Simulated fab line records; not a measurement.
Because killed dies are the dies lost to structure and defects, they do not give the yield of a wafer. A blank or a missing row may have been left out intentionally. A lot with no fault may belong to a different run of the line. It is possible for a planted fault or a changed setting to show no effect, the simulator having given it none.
Chamber matching	flow n5-finfet	N5_BEOL_M11_DESCUM_16 on rie-diel-03: 4 sister chambers
The step chemistry O2, time 7.9 s. 4 wafers are shown with their chamber, then 8 later ones without.

== WAFERS PAIRED WITH THEIR CHAMBERS ==
wafer	chamber	drypump-motor-current-A (A)
L084.4	3	5.1
L088.1	1	5.2
L088.2	2	4.8
L086.1	0	5.3

== WAFERS WITHOUT THEIR CHAMBER ==
wafer	drypump-motor-current-A (A)
L086.3	5.1
L086.4	5.2
L093.1	5.4
L093.4	4.8
L093.6	5.1
L094.1	5.3
L094.2	4.8
L094.3	5.1

== THE CHAMBER EACH PASSED THROUGH ==
wafer	from the rows above	in truth
L086.3	3	3
L086.4	1	1
L093.1	0	0
L093.4	2	2
L093.6	3	3
L094.1	0	0
L094.2	2	2
L094.3	3	3
Correctly placed: 8 of 8. From these rows, 0 cannot be placed. 0 placed wrongly.
How it was worked out, from the rows above alone: a wafer's distance from a chamber is the root of the sum, over the readings, of the square of ((its reading less the chamber's mean) divided by the reading's scatter). If the next closest chamber is less than 2 further off than the closest, the wafer can't be placed; otherwise it belongs to the closest. A chamber's mean is the mean of its shown wafers. The scatter (one wafer shown for each chamber): square how far every hidden wafer sits from the nearest shown wafer, average those squares and take the square root.
